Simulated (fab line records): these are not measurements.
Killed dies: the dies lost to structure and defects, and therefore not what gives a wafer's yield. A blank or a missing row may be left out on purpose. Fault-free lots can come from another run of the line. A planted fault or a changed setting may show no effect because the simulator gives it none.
fab line records -- flow n5Finfet
record: lots: 7, wafers: 39
route steps=1938 shown BEOL_M9@1401 BEOL_M10@1524 BEOL_M14@1716 MIM_BOT_ETCH@1866 PASSIVATION@1916
startH: the number of hours between the record's first day and the start of the first shown wafer of the lot -- waitH: time in hours since the lot's previous step -- " repeats the value in the row above -- L1.1+2: a single row standing in for several wafers -- - either no value or no given start -- * or withheld: withheld -- < > ~ a bound
route shown NAME@n: a module of which the file shows steps, and the number in the route of the first -- usual: the fault-free wafers' mean and standard deviation -- same: alike in all rows -- chamber/n: place in a boat -- sites: each site's reading -- _std_site: the values' standard deviation -- _edge_site: the outer-site mean with the inner-site mean subtracted -- radiusMm: for every site, how far away it sits from the centre of the wafer -- mask NAME#n: copy n -- behind: the last tool/chamber to shape the wafer -- hold: why the lot went on hold/how many hours it stayed there/how the hold came to an end -- device: transistor that didn't switch, given as n, p or np -- end of line: tests run on the same wafers once the route is complete -- step lacking rows: just its recipe -- killed: not the wafer's yield, but the dies lost to structure and defects at the first sort -- map: per-die view of a wafer (x killed, . not killed, _ where there is no die)
set.NAME: the setting the step ran with; set.NAME@STEP: the setting that earlier step ran with -- model.NAME: the simulator's own value behind a step, which no gauge read
lots with deliberately changed settings; one table per step, one row per wafer
== steps ==
step: N5_BEOL_M9_ILD_DEP_00
recipe: material: SiCOH_lowk, targetThkA: 3085.1, tempC: 300, precursor: DEMS/porogen, pressureTorr: 5, rfW: 500, timeS: 58
lot.wafer,tool,chamber,startH,waitH,set.timeS,model.SiCOH_lowk_of_BEOL_M9_ILD_DEP_00.thkNm
L083.1,pecvd-02,2,266.38,0.0,79.45,420.4
L083.2,pecvd-02,1,266.38,0.0,58,307.6
L083.3,pecvd-02,0,266.38,0.0,58,307.4
L083.4,pecvd-02,1,266.38,0.0,79.45,426
L083.5,pecvd-02,0,266.38,0.0,79.45,422.4
L083.6,pecvd-02,2,266.38,0.0,58,310
L085.1,pecvd-02,1,275.39,0.0,92.1,480.4
L085.2,pecvd-02,0,275.39,0.0,58,303.2
L085.3,pecvd-02,2,275.39,0.0,58,307.6
L085.4,pecvd-02,1,275.39,0.0,92.1,490.4
L085.5,pecvd-02,0,275.39,0.0,58,309.2
L085.6,pecvd-02,2,275.39,0.0,92.1,491.4
L086.1,pecvd-02,0,282.77,0.0,58,307
L086.2,pecvd-02,2,282.77,0.0,75.35,398.6
L086.3,pecvd-02,1,282.77,0.0,75.35,397.8
L086.4,pecvd-02,1,282.77,0.0,58,311
L086.5,pecvd-02,0,282.77,0.0,58,310.4
L086.6,pecvd-02,2,282.77,0.0,75.35,398.4
L088.1,pecvd-03,0,290.25,0.0,58,304.4
L088.4,pecvd-03,0,290.25,0.0,58,309
L088.5,pecvd-03,1,290.25,0.0,58,305.6
L087.1,pecvd-03,1,291.08,0.0,91.8,481.4
L087.2,pecvd-03,0,291.08,0.0,58,304.6
L087.3,pecvd-03,2,291.08,0.0,58,301.8
L087.4,pecvd-03,2,291.08,0.0,58,308.8
L087.5,pecvd-03,1,291.08,0.0,91.8,485.4
L087.6,pecvd-03,0,291.08,0.0,91.8,488.6
L091.1,pecvd-03,2,320.25,0.0,35.36,184.8
L091.2,pecvd-03,1,320.25,0.0,35.36,185.4
L091.3,pecvd-03,0,320.25,0.0,35.36,190.4
L091.4,pecvd-03,1,320.25,0.0,58,307.8
L091.5,pecvd-03,2,320.25,0.0,58,308.8
L091.6,pecvd-03,0,320.25,0.0,58,309.2
L095.1,pecvd-01,0,336.47,0.0,28.39,150.6
L095.2,pecvd-01,1,336.47,0.0,28.39,147.4
L095.3,pecvd-01,2,336.47,0.0,58,305.6
L095.4,pecvd-01,2,336.47,0.0,58,310.6
L095.5,pecvd-01,1,336.47,0.0,58,309.4
L095.6,pecvd-01,0,336.47,0.0,28.39,153
step: N5_BEOL_M9_CURE_71
recipe: tempC: 385, timeS: 240, ambient: He/Ar, material: SiCOH_lowk
lot.wafer,tool,chamber,startH,waitH,set.timeS@BEOL_M9_ILD_DEP_00,model.SiCOH_lowk_of_BEOL_M9_ILD_DEP_00.thkNm
L083.1,uvCure-03,2,266.46,0.0,79.45,367.4
L083.2,uvCure-03,2,266.46,0.0,58,267.2
L083.3,uvCure-03,2,266.46,0.0,58,267
L083.4,uvCure-03,2,266.46,0.0,79.45,372.4
L083.5,uvCure-03,2,266.46,0.0,79.45,369.2
L083.6,uvCure-03,2,266.46,0.0,58,269.4
L085.1,uvCure-02,1,275.68,0.3,92.1,421.2
L085.2,uvCure-02,1,275.68,0.3,58,263.4
L085.3,uvCure-02,1,275.68,0.3,58,267.2
L085.4,uvCure-02,1,275.68,0.3,92.1,430.2
L085.5,uvCure-02,1,275.68,0.3,58,268.6
L085.6,uvCure-02,1,275.68,0.3,92.1,431.2
L086.1,uvCure-03,2,282.85,0.0,58,266.6
L086.2,uvCure-03,2,282.85,0.0,75.35,348
L086.3,uvCure-03,2,282.85,0.0,75.35,347.4
L086.4,uvCure-03,2,282.85,0.0,58,270.2
L086.5,uvCure-03,2,282.85,0.0,58,269.6
L086.6,uvCure-03,2,282.85,0.0,75.35,347.8
L088.1,uvCure-01,2,290.32,0.0,58,264.4
L088.4,uvCure-01,2,290.32,0.0,58,268.4
L088.5,uvCure-01,2,290.32,0.0,58,265.4
L087.1,uvCure-01,1,291.16,0.0,91.8,422.2
L087.2,uvCure-01,1,291.16,0.0,58,264.6
L087.3,uvCure-01,1,291.16,0.0,58,262
L087.4,uvCure-01,1,291.16,0.0,58,268.2
L087.5,uvCure-01,1,291.16,0.0,91.8,425.8
L087.6,uvCure-01,1,291.16,0.0,91.8,428.6
L091.1,uvCure-01,1,320.33,0.0,35.36,159.4
L091.2,uvCure-01,1,320.33,0.0,35.36,159.8
L091.3,uvCure-01,1,320.33,0.0,35.36,164.2
L091.4,uvCure-01,1,320.33,0.0,58,267.4
L091.5,uvCure-01,1,320.33,0.0,58,268.2
L091.6,uvCure-01,1,320.33,0.0,58,268.6
L095.1,uvCure-03,0,336.55,0.0,28.39,129.6
L095.2,uvCure-03,0,336.55,0.0,28.39,126.8
L095.3,uvCure-03,0,336.55,0.0,58,265.6
L095.4,uvCure-03,0,336.55,0.0,58,269.8
L095.5,uvCure-03,0,336.55,0.0,58,268.8
L095.6,uvCure-03,0,336.55,0.0,28.39,131.8
step: N5_BEOL_M9_THK_MEAS_01
recipe: reads: SiCOH_lowk_of_BEOL_M9_ILD_DEP_00
usual: M9_ILD_THK: 267.1/3
lot.wafer,tool,chamber,startH,waitH,set.timeS@BEOL_M9_ILD_DEP_00,M9_ILD_THK[nm]
L083.1,filmMetro-02,-,266.97,0.4,79.45,367.4
L083.2,filmMetro-02,-,266.97,0.4,58,267.3
L083.3,filmMetro-02,-,266.97,0.4,58,267.0
L083.4,filmMetro-02,-,266.97,0.4,79.45,372.2
L083.5,filmMetro-02,-,266.97,0.4,79.45,369.4
L083.6,filmMetro-02,-,266.97,0.4,58,269.4
L085.1,filmMetro-02,-,276.19,0.4,92.1,421.4
L085.2,filmMetro-02,-,276.19,0.4,58,263.5
L085.3,filmMetro-02,-,276.19,0.4,58,267.2
L085.4,filmMetro-02,-,276.19,0.4,92.1,430.6
L085.5,filmMetro-02,-,276.19,0.4,58,268.7
L085.6,filmMetro-02,-,276.19,0.4,92.1,431.0
L086.1,filmMetro-02,-,283.36,0.4,58,266.5
L086.2,filmMetro-02,-,283.36,0.4,75.35,348.0
L086.3,filmMetro-02,-,283.36,0.4,75.35,347.4
L086.4,filmMetro-02,-,283.36,0.4,58,270.3
L086.5,filmMetro-02,-,283.36,0.4,58,269.7
L086.6,filmMetro-02,-,283.36,0.4,75.35,347.8
L088.1,filmMetro-01,-,290.84,0.4,58,264.5
L088.4,filmMetro-01,-,290.84,0.4,58,268.3
L088.5,filmMetro-01,-,290.84,0.4,58,265.3
L087.1,filmMetro-01,-,291.67,0.4,91.8,421.9
L087.2,filmMetro-01,-,291.67,0.4,58,264.5
L087.3,filmMetro-01,-,291.67,0.4,58,261.8
L087.4,filmMetro-01,-,291.67,0.4,58,268.2
L087.5,filmMetro-01,-,291.67,0.4,91.8,425.8
L087.6,filmMetro-01,-,291.67,0.4,91.8,428.4
L091.1,filmMetro-02,-,320.84,0.4,35.36,159.5
L091.2,filmMetro-02,-,320.84,0.4,35.36,159.8
L091.3,filmMetro-02,-,320.84,0.4,35.36,164.3
L091.4,filmMetro-02,-,320.84,0.4,58,267.6
L091.5,filmMetro-02,-,320.84,0.4,58,268.3
L091.6,filmMetro-02,-,320.84,0.4,58,268.6
L095.1,filmMetro-02,-,337.54,0.8,28.39,129.7
L095.2,filmMetro-02,-,337.54,0.8,28.39,126.8
L095.3,filmMetro-02,-,337.54,0.8,58,265.4
L095.4,filmMetro-02,-,337.54,0.8,58,270.1
L095.5,filmMetro-02,-,337.54,0.8,58,269.0
L095.6,filmMetro-02,-,337.54,0.8,28.39,131.7
step: N5_BEOL_M10_ALD_74
recipe: material: TaN, targetThkA: 20, tempC: 275, aldPrecursorFamily: PDMAT, aldCoReactant: NH3, pressureTorr: 3, carrierFlowSccm: 1500, pulseTimeS: 2, purgeTimeS: 3, coReactantPurgeTimeS: 2, coReactantPulseTimeS: 3, aldCycles: 40, precursorVesselTempC: 75, precursorVesselPressureTorr: 26.25, precursorVesselCarrierSccm: 1000
lot.wafer,tool,chamber,startH,waitH,set.aldCycles,model.TaN_of_BEOL_M10_ALD_74.thkNm
L083.1+2+4,aldMetal-01,"0,1,3",281.95,0.0,40,2
L083.3+5+6,aldMetal-01,"2,3,0",281.95,0.0,19,1
L085.1+2+6,aldMetal-01,"2,0,0",288.74,0.0,40,2
L085.3+4+5,aldMetal-01,"1,3,1",288.74,0.0,27,1.4
L086.1+3+4,aldMetal-01,"2,0,1",299.10,0.0,40,2
L086.2+5,aldMetal-01,"3,1",299.10,0.0,58,2.8
L086.6,aldMetal-01,2,299.10,0.0,58,3
L087.1+2+6,aldMetal-04,"0,2,2",310.10,0.0,40,2
L087.3+4+5,aldMetal-04,"3,1,3",310.10,0.0,64,3.2
L088.1+4+5,aldMetal-03,"0,3,3",310.30,0.1,40,2
L091.1+3+6,aldMetal-04,"2,1,1",335.54,0.0,40,2
L091.2+4+5,aldMetal-04,"0,3,0",335.54,0.0,49,2.4
L095.1+2+3,aldMetal-03,"0,3,1",352.73,0.1,28,1.4
L095.4+5+6,aldMetal-03,"2,0,1",352.73,0.1,40,2
step: N5_BEOL_M14_ILD_DEP_00
recipe: material: SiO2, targetThkA: 11193, tempC: 400, precursor: TEOS/O2, pressureTorr: 6.5, rfW: 900, teosFlowSccm: 161.4, gas: O2, flowSccm: 2650, timeS: 237.4
lot.wafer,tool,chamber,startH,waitH,set.timeS,model.SiO2_of_BEOL_M14_ILD_DEP_00.thkNm
L083.1,pecvd-04,2,304.90,0.0,135.6,618.4
L083.2,pecvd-04,1,304.90,0.0,237.4,1101
L083.3,pecvd-04,0,304.90,0.0,135.6,630.6
L083.4,pecvd-04,2,304.90,0.0,135.6,633.4
L083.5,pecvd-04,0,304.90,0.0,237.4,1116
L083.6,pecvd-04,1,304.90,0.0,237.4,1123
L085.1,pecvd-04,2,315.09,0.0,289.9,1363
L085.2,pecvd-04,0,315.09,0.0,237.4,1128
L085.3,pecvd-04,1,315.09,0.0,237.4,1130
L085.4,pecvd-04,0,315.09,0.0,237.4,1124
L085.5,pecvd-04,2,315.09,0.0,289.9,1387
L085.6,pecvd-04,1,315.09,0.0,289.9,1386
L086.1,pecvd-04,0,324.14,0.0,237.4,1087
L086.2,pecvd-04,1,324.14,0.0,237.4,1085
L086.3,pecvd-04,2,324.14,0.0,237.4,1097
L086.4,pecvd-04,1,324.14,0.0,111.3,511.6
L086.5,pecvd-04,0,324.14,0.0,111.3,502.4
L086.6,pecvd-04,2,324.14,0.0,111.3,517.8
L087.1,pecvd-02,0,329.33,0.0,237.4,1114
L087.2,pecvd-02,1,329.33,0.0,237.4,1095
L087.3,pecvd-02,2,329.33,0.0,237.4,1093
L087.4,pecvd-02,2,329.33,0.0,306.6,1444
L087.5,pecvd-02,0,329.33,0.0,306.6,1460
L087.6,pecvd-02,1,329.33,0.0,306.6,1423
L088.1,pecvd-01,1,333.09,0.0,237.4,1092
L088.4,pecvd-01,1,333.09,0.0,237.4,1111
L088.5,pecvd-01,0,333.09,0.0,237.4,1101
L091.1,pecvd-04,2,357.44,0.0,237.4,1125
L091.2,pecvd-04,0,357.44,0.0,277.2,1299
L091.3,pecvd-04,1,357.44,0.0,277.2,1283
L091.4,pecvd-04,1,357.44,0.0,237.4,1134
L091.5,pecvd-04,2,357.44,0.0,277.2,1315
L091.6,pecvd-04,0,357.44,0.0,237.4,1121
L095.1,pecvd-04,2,382.17,0.0,237.4,1110
L095.2,pecvd-04,0,382.17,0.0,330.3,1534
L095.3,pecvd-04,1,382.17,0.0,237.4,1104
L095.4,pecvd-04,2,382.17,0.0,330.3,1568
L095.5,pecvd-04,0,382.17,0.0,330.3,1556
L095.6,pecvd-04,1,382.17,0.0,237.4,1117
step: N5_BEOL_M14_THK_MEAS_01
recipe: reads: SiO2_of_BEOL_M14_ILD_DEP_00
usual: M14_ILD_THK: 1114/15
lot.wafer,tool,chamber,startH,waitH,set.timeS@BEOL_M14_ILD_DEP_00,M14_ILD_THK[nm]
L083.1,filmMetro-01,-,305.09,0.1,135.6,618
L083.2,filmMetro-01,-,305.09,0.1,237.4,1101
L083.3,filmMetro-01,-,305.09,0.1,135.6,631
L083.4,filmMetro-01,-,305.09,0.1,135.6,633
L083.5,filmMetro-01,-,305.09,0.1,237.4,1114
L083.6,filmMetro-01,-,305.09,0.1,237.4,1123
L085.1,filmMetro-01,-,315.27,0.1,289.9,1363
L085.2,filmMetro-01,-,315.27,0.1,237.4,1129
L085.3,filmMetro-01,-,315.27,0.1,237.4,1130
L085.4,filmMetro-01,-,315.27,0.1,237.4,1125
L085.5,filmMetro-01,-,315.27,0.1,289.9,1387
L085.6,filmMetro-01,-,315.27,0.1,289.9,1386
L086.1,filmMetro-01,-,324.33,0.1,237.4,1087
L086.2,filmMetro-01,-,324.33,0.1,237.4,1086
L086.3,filmMetro-01,-,324.33,0.1,237.4,1097
L086.4,filmMetro-01,-,324.33,0.1,111.3,512
L086.5,filmMetro-01,-,324.33,0.1,111.3,502
L086.6,filmMetro-01,-,324.33,0.1,111.3,518
L087.1,filmMetro-01,-,329.52,0.1,237.4,1115
L087.2,filmMetro-01,-,329.52,0.1,237.4,1096
L087.3,filmMetro-01,-,329.52,0.1,237.4,1092
L087.4,filmMetro-01,-,329.52,0.1,306.6,1445
L087.5,filmMetro-01,-,329.52,0.1,306.6,1460
L087.6,filmMetro-01,-,329.52,0.1,306.6,1422
L088.1,filmMetro-02,-,333.28,0.1,237.4,1092
L088.4,filmMetro-02,-,333.28,0.1,237.4,1110
L088.5,filmMetro-02,-,333.28,0.1,237.4,1101
L091.1,filmMetro-02,-,357.63,0.1,237.4,1125
L091.2,filmMetro-02,-,357.63,0.1,277.2,1300
L091.3,filmMetro-02,-,357.63,0.1,277.2,1281
L091.4,filmMetro-02,-,357.63,0.1,237.4,1133
L091.5,filmMetro-02,-,357.63,0.1,277.2,1315
L091.6,filmMetro-02,-,357.63,0.1,237.4,1121
L095.1,filmMetro-01,-,382.36,0.1,237.4,1111
L095.2,filmMetro-01,-,382.36,0.1,330.3,1534
L095.3,filmMetro-01,-,382.36,0.1,237.4,1104
L095.4,filmMetro-01,-,382.36,0.1,330.3,1569
L095.5,filmMetro-01,-,382.36,0.1,330.3,1556
L095.6,filmMetro-01,-,382.36,0.1,237.4,1117
step: N5_BEOL_M14_COAT_58
recipe: resist: BARC, tempC: 205, timeS: 60, spinRpm: 1500, resistThkNm: 89
step: N5_BEOL_M14_COAT_04
recipe: spinRpm: 1704, resistThkNm: 800
step: N5_BEOL_M14_DESCUM_15
recipe: chemistry: O2, timeS: 7.9, sourcePowerW: 50, biasPowerW: 20, pressureMtorr: 20, rfFrequencyHz: 2.712e+07, tempC: 40, o2FlowSccm: 225
step: N5_BEOL_M14_ETCH_59
recipe: chemistry: N2/H2, target: BARC, targetDepthA: 890, overetchA: 267, timeS: 67.9, ionEnergyEv: 200, pressureMtorr: 30, sourceW: 840, biasW: 150, n2FlowSccm: 200, h2FlowSccm: 200
step: N5_BEOL_M14_VIA_ETCH_16
recipe: chemistry: C4F8/O2/Ar, target: SiO2, heInnerTorr: 15, heOuterTorr: 30, targetDepthA: 12313, timeS: withheld, ionEnergyEv: 800, pressureMtorr: 20, sourceW: 1905, biasW: 2040, Ar_flow_sccm: 400, C4F8_flow_sccm: 16, O2_flow_sccm: 12, ends: cleared
lot.wafer,tool,chamber,startH,waitH,set.timeS@BEOL_M14_ILD_DEP_00,model.etch.depthNm,model.coat_of_BEOL_M14_COAT_04.thkNm
L083.1,rieDiel-04,0,306.06,0.0,*,618.5,573.4
L083.2,rieDiel-04,3,306.06,0.0,*,1101,456
L083.3,rieDiel-04,1,306.06,0.0,*,630.6,571.6
L083.4,rieDiel-04,2,306.06,0.0,*,633.3,567.8
L083.5,rieDiel-04,0,306.06,0.0,*,1116,454.4
L083.6,rieDiel-04,1,306.06,0.0,*,1123,453
L085.1,rieDiel-03,1,315.88,0.0,*,1363,398.4
L085.2,rieDiel-03,0,315.88,0.0,*,1128,448.6
L085.3,rieDiel-03,3,315.88,0.0,*,1130,454.4
L085.4,rieDiel-03,2,315.88,0.0,*,1124,453.8
L085.5,rieDiel-03,1,315.88,0.0,*,1387,389.8
L085.6,rieDiel-03,2,315.88,0.0,*,1386,389.4
L086.1,rieDiel-04,2,325.00,0.0,*,1087,467.2
L086.2,rieDiel-04,3,325.00,0.0,*,1085,464
L086.3,rieDiel-04,1,325.00,0.0,*,1097,464.4
L086.4,rieDiel-04,0,325.00,0.0,*,511.7,601.8
L086.5,rieDiel-04,2,325.00,0.0,*,502.4,603.2
L086.6,rieDiel-04,3,325.00,0.0,*,517.7,600.4
L087.1,rieDiel-04,0,330.41,0.0,*,1114,456.8
L087.2,rieDiel-04,1,330.41,0.0,*,1095,462.4
L087.3,rieDiel-04,3,330.41,0.0,*,1093,463
L087.4,rieDiel-04,2,330.41,0.0,*,1444,379
L087.5,rieDiel-04,1,330.41,0.0,*,1460,377.4
L087.6,rieDiel-04,2,330.41,0.0,*,1423,383.6
L088.1,rieDiel-04,2,333.76,0.0,*,1092,465
L088.4,rieDiel-04,0,333.76,0.0,*,1111,459.2
L088.5,rieDiel-04,1,333.76,0.0,*,1101,464.4
L091.1,rieDiel-04,1,358.11,0.0,*,1125,454.6
L091.2,rieDiel-04,0,358.11,0.0,*,1299,409.8
L091.3,rieDiel-04,3,358.11,0.0,*,1283,411.8
L091.4,rieDiel-04,0,358.11,0.0,*,1134,449
L091.5,rieDiel-04,3,358.11,0.0,*,1315,407.4
L091.6,rieDiel-04,1,358.11,0.0,*,1121,458
L095.1,rieDiel-01,0,383.50,0.1,*,1110,458.2
L095.2,rieDiel-01,2,383.50,0.1,*,1534,360.4
L095.3,rieDiel-01,2,383.50,0.1,*,1104,456.6
L095.4,rieDiel-01,0,383.50,0.1,*,1568,350
L095.5,rieDiel-01,2,383.50,0.1,*,1556,352
L095.6,rieDiel-01,0,383.50,0.1,*,1117,454.6
step: N5_BEOL_M14_STRIP_63
recipe: chemistry: O2, powerW: 600, tempC: 60, pressureMtorr: 30, rfFrequencyHz: 6e+07, biasPowerW: 0, overashFraction: 0.3, o2FlowSccm: 225
step: N5_BEOL_M14_STRIP_64
recipe: chemistry: O2, powerW: 600, tempC: 60, pressureMtorr: 30, rfFrequencyHz: 6e+07, biasPowerW: 0, overashFraction: 0.3, o2FlowSccm: 225
step: N5_BEOL_M14_STRIP_71
recipe: chemistry: postEtchResidueRemover, timeS: 60, tempC: 25, removerPh: withheld, removerWaterWtPct: withheld, removerFluorideWtPct: withheld
step: N5_BEOL_M14_SRD_72
recipe: timeS: 30, tempC: 23, rinseLiquid: diw, dry: n2Spin, spinRpm: 1500, dryTimeS: 30
step: N5_BEOL_M14_CD_MEAS_17
recipe: targetCdNm: 250, polarity: opening
usual: cdNm: 250.5/1.6
lot.wafer,tool,chamber,startH,waitH,set.timeS@BEOL_M14_ILD_DEP_00,cdNm
L083.1,cdSem-02,-,306.41,0.0,135.6,247.2
L083.2,cdSem-02,-,306.41,0.0,237.4,248.4
L083.3,cdSem-02,-,306.41,0.0,135.6,246.9
L083.4,cdSem-02,-,306.41,0.0,135.6,247.0
L083.5,cdSem-02,-,306.41,0.0,237.4,250.3
L083.6,cdSem-02,-,306.41,0.0,237.4,251.2
L085.1,cdSem-03,-,316.23,0.0,289.9,254.9
L085.2,cdSem-03,-,316.23,0.0,237.4,252.4
L085.3,cdSem-03,-,316.23,0.0,237.4,251.0
L085.4,cdSem-03,-,316.23,0.0,237.4,252.0
L085.5,cdSem-03,-,316.23,0.0,289.9,253.7
L085.6,cdSem-03,-,316.23,0.0,289.9,254.0
L086.1,cdSem-03,-,325.39,0.0,237.4,251.5
L086.2,cdSem-03,-,325.39,0.0,237.4,251.1
L086.3,cdSem-03,-,325.39,0.0,237.4,250.8
L086.4,cdSem-03,-,325.39,0.0,111.3,244.9
L086.5,cdSem-03,-,325.39,0.0,111.3,244.3
L086.6,cdSem-03,-,325.39,0.0,111.3,246.4
L087.1,cdSem-03,-,330.76,0.0,237.4,252.2
L087.2,cdSem-03,-,330.76,0.0,237.4,252.8
L087.3,cdSem-03,-,330.76,0.0,237.4,252.5
L087.4,cdSem-03,-,330.76,0.0,306.6,256.4
L087.5,cdSem-03,-,330.76,0.0,306.6,253.7
L087.6,cdSem-03,-,330.76,0.0,306.6,253.9
L088.1,cdSem-02,-,334.11,0.0,237.4,252.7
L088.4,cdSem-02,-,334.11,0.0,237.4,252.0
L088.5,cdSem-02,-,334.11,0.0,237.4,250.7
L091.1,cdSem-01,-,358.46,0.0,237.4,250.8
L091.2,cdSem-01,-,358.46,0.0,277.2,254.4
L091.3,cdSem-01,-,358.46,0.0,277.2,253.6
L091.4,cdSem-01,-,358.46,0.0,237.4,251.8
L091.5,cdSem-01,-,358.46,0.0,277.2,251.6
L091.6,cdSem-01,-,358.46,0.0,237.4,252.6
L095.1,cdSem-01,-,383.98,0.0,237.4,250.1
L095.2,cdSem-01,-,383.98,0.0,330.3,252.2
L095.3,cdSem-01,-,383.98,0.0,237.4,250.3
L095.4,cdSem-01,-,383.98,0.0,330.3,253.0
L095.5,cdSem-01,-,383.98,0.0,330.3,252.3
L095.6,cdSem-01,-,383.98,0.0,237.4,248.8
step: N5_MIM_BOT_ETCH_ETCH_04
recipe: chemistry: CF4/O2, target: SiNx, targetDepthA: 260, timeS: 13, ionEnergyEv: 100, pressureMtorr: 40, sourceW: 535, biasW: 49, Ar_flow_sccm: 100, cf4FlowSccm: 100, O2_flow_sccm: 10
lot.wafer,tool,chamber,startH,waitH,set.timeS,model.etch.depthNm,model.MIM_BOT_ETCH.cdOffsetNm
L083.1,rieDiel-03,1,328.78,0.0,16.93,34.29,-0.4
L083.2,rieDiel-03,3,328.78,0.0,16.93,34.54,-0.4
L083.3,rieDiel-03,0,328.78,0.0,13,26.44,0
L083.4,rieDiel-03,2,328.78,0.0,13,25.02,0
L083.5,rieDiel-03,0,328.78,0.0,13,26.3,-0.2
L083.6,rieDiel-03,1,328.78,0.0,16.93,34.39,-0.4
L085.1,rieDiel-01,3,333.21,0.0,10.95,22,0
L085.2,rieDiel-01,1,333.21,0.0,10.95,21.84,0.2
L085.3,rieDiel-01,0,333.21,0.0,13,25.67,0
L085.4,rieDiel-01,2,333.21,0.0,10.95,21.52,0.2
L085.5,rieDiel-01,0,333.21,0.0,13,25.83,0
L085.6,rieDiel-01,1,333.21,0.0,13,26.12,0
L086.1,rieDiel-03,0,340.19,0.0,8.22,16.58,0.4
L086.2,rieDiel-03,3,340.19,0.0,13,26.23,0
L086.3,rieDiel-03,1,340.19,0.0,13,25.85,0
L086.4,rieDiel-03,0,340.19,0.0,8.22,16.56,0.4
L086.5,rieDiel-03,1,340.19,0.0,13,26.1,0
L086.6,rieDiel-03,3,340.19,0.0,8.22,16.53,0.4
L087.1,rieDiel-01,3,351.70,0.1,13,25.89,0
L087.2,rieDiel-01,2,351.70,0.1,16.45,32.2,-0.4
L087.3,rieDiel-01,2,351.70,0.1,13,25.59,0
L087.4,rieDiel-01,3,351.70,0.1,16.45,32.66,-0.4
L087.5,rieDiel-01,2,351.70,0.1,13,25.5,0
L087.6,rieDiel-01,3,351.70,0.1,16.45,32.79,-0.4
L088.1,rieDiel-03,1,352.95,0.0,13,26.11,0
L088.4,rieDiel-03,2,352.95,0.0,13,24.61,0.2
L088.5,rieDiel-03,3,352.95,0.0,13,26.3,0
L091.1,rieDiel-04,0,372.86,0.0,17.85,35.4,-0.2
L091.2,rieDiel-04,1,372.86,0.0,13,25.72,0.2
L091.3,rieDiel-04,3,372.86,0.0,13,26.12,0
L091.4,rieDiel-04,3,372.86,0.0,13,25.83,0
L091.5,rieDiel-04,0,372.86,0.0,17.85,34.94,-0.2
L091.6,rieDiel-04,1,372.86,0.0,17.85,35.26,-0.2
L095.1,rieDiel-01,1,401.56,0.0,13,26.59,0
L095.2,rieDiel-01,2,401.56,0.0,13,25.59,0
L095.3,rieDiel-01,0,401.56,0.0,16.75,33.21,-0.4
L095.4,rieDiel-01,3,401.56,0.0,16.75,33.69,-0.4
L095.5,rieDiel-01,2,401.56,0.0,13,25.54,0
L095.6,rieDiel-01,3,401.56,0.0,16.75,33.72,-0.2
step: N5_PASSIVATION_PECVD_35
recipe: material: SiNx, targetThkA: 7000, tempC: 400, precursor: SiH4/NH3/N2, pressureTorr: 4.9, rfW: 1406, timeS: 151.3
lot.wafer,tool,chamber,startH,waitH,set.timeS,model.SiNx_of_PASSIVATION_PECVD_35.thkNm
L083.1,pecvd-04,2,333.68,0.1,151.3,692
L083.2,pecvd-04,0,333.68,0.1,206.2,940.6
L083.3,pecvd-04,1,333.68,0.1,151.3,698
L083.4,pecvd-04,2,333.68,0.1,206.2,959.4
L083.5,pecvd-04,1,333.68,0.1,151.3,704.2
L083.6,pecvd-04,0,333.68,0.1,206.2,954
L085.1,pecvd-03,2,337.69,0.1,113.1,531.2
L085.2,pecvd-03,0,337.69,0.1,151.3,686.6
L085.3,pecvd-03,1,337.69,0.1,151.3,706.8
L085.4,pecvd-03,0,337.69,0.1,113.1,532.4
L085.5,pecvd-03,2,337.69,0.1,113.1,533.2
L085.6,pecvd-03,1,337.69,0.1,151.3,716.2
L086.1,pecvd-04,0,346.26,0.1,151.3,697.6
L086.2,pecvd-04,2,346.26,0.1,151.3,691.6
L086.3,pecvd-04,1,346.26,0.1,151.3,684.4
L086.4,pecvd-04,0,346.26,0.1,151.3,702.4
L086.5,pecvd-04,2,346.26,0.1,151.3,704.8
L086.6,pecvd-04,1,346.26,0.1,151.3,701.2
L087.1,pecvd-03,2,356.13,0.1,192.7,889
L087.2,pecvd-03,0,356.13,0.1,151.3,693.6
L087.3,pecvd-03,1,356.13,0.1,151.3,691.8
L087.4,pecvd-03,2,356.13,0.1,192.7,903.6
L087.5,pecvd-03,0,356.13,0.1,192.7,893.8
L087.6,pecvd-03,1,356.13,0.1,151.3,701.6
L088.1,pecvd-02,0,359.13,0.1,151.3,691.2
L088.4,pecvd-02,1,359.13,0.1,151.3,701
L088.5,pecvd-02,2,359.13,0.1,151.3,702.6
L091.1,pecvd-04,2,380.13,0.1,189.9,885.6
L091.2,pecvd-04,1,380.13,0.1,189.9,875.6
L091.3,pecvd-04,0,380.13,0.1,151.3,700.8
L091.4,pecvd-04,1,380.13,0.1,151.3,710
L091.5,pecvd-04,2,380.13,0.1,151.3,704
L091.6,pecvd-04,0,380.13,0.1,189.9,891.6
L095.1,pecvd-02,1,406.15,0.1,151.3,697
L095.2,pecvd-02,2,406.15,0.1,198.3,917.8
L095.3,pecvd-02,0,406.15,0.1,198.3,910.2
L095.4,pecvd-02,0,406.15,0.1,151.3,703
L095.5,pecvd-02,1,406.15,0.1,198.3,930
L095.6,pecvd-02,2,406.15,0.1,151.3,707.8
== key ==
split: step: N5_BEOL_M9_ILD_DEP_00, setting: timeS, stated: 58, by: wafer
response: step: N5_BEOL_M9_ILD_DEP_00, reading: model.SiCOH_lowk_of_BEOL_M9_ILD_DEP_00.thkNm, change: +3.08, per: 1%, r: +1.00
response: step: N5_BEOL_M9_CURE_71, reading: model.SiCOH_lowk_of_BEOL_M9_ILD_DEP_00.thkNm, change: +2.73, per: 1%, r: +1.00
response: step: N5_BEOL_M9_THK_MEAS_01, reading: M9_ILD_THK, change: +2.73, per: 1%, r: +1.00
split: step: N5_BEOL_M10_ALD_74, setting: aldCycles, stated: 40, by: wafer
response: step: N5_BEOL_M10_ALD_74, reading: model.TaN_of_BEOL_M10_ALD_74.thkNm, change: +0.0194, per: 1%, r: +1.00
split: step: N5_BEOL_M14_ILD_DEP_00, setting: timeS, stated: 237.4, by: wafer
response: step: N5_BEOL_M14_ILD_DEP_00, reading: model.SiO2_of_BEOL_M14_ILD_DEP_00.thkNm, change: +11.2, per: 1%, r: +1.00
response: step: N5_BEOL_M14_THK_MEAS_01, reading: M14_ILD_THK, change: +11.2, per: 1%, r: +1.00
response: step: N5_BEOL_M14_VIA_ETCH_16, reading: model.etch.depthNm, change: +11.2, per: 1%, r: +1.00
response: step: N5_BEOL_M14_VIA_ETCH_16, reading: model.coat_of_BEOL_M14_COAT_04.thkNm, change: -2.65, per: 1%, r: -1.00
response: step: N5_BEOL_M14_CD_MEAS_17, reading: cdNm, change: +0.0885, per: 1%, r: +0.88
split: step: N5_MIM_BOT_ETCH_ETCH_04, setting: timeS, stated: 13, by: wafer
response: step: N5_MIM_BOT_ETCH_ETCH_04, reading: model.etch.depthNm, change: +0.261, per: 1%, r: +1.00
response: step: N5_MIM_BOT_ETCH_ETCH_04, reading: model.MIM_BOT_ETCH.cdOffsetNm, change: -0.0105, per: 1%, r: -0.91
split: step: N5_PASSIVATION_PECVD_35, setting: timeS, stated: 151.3, by: wafer
response: step: N5_PASSIVATION_PECVD_35, reading: model.SiNx_of_PASSIVATION_PECVD_35.thkNm, change: +7.01, per: 1%, r: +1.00
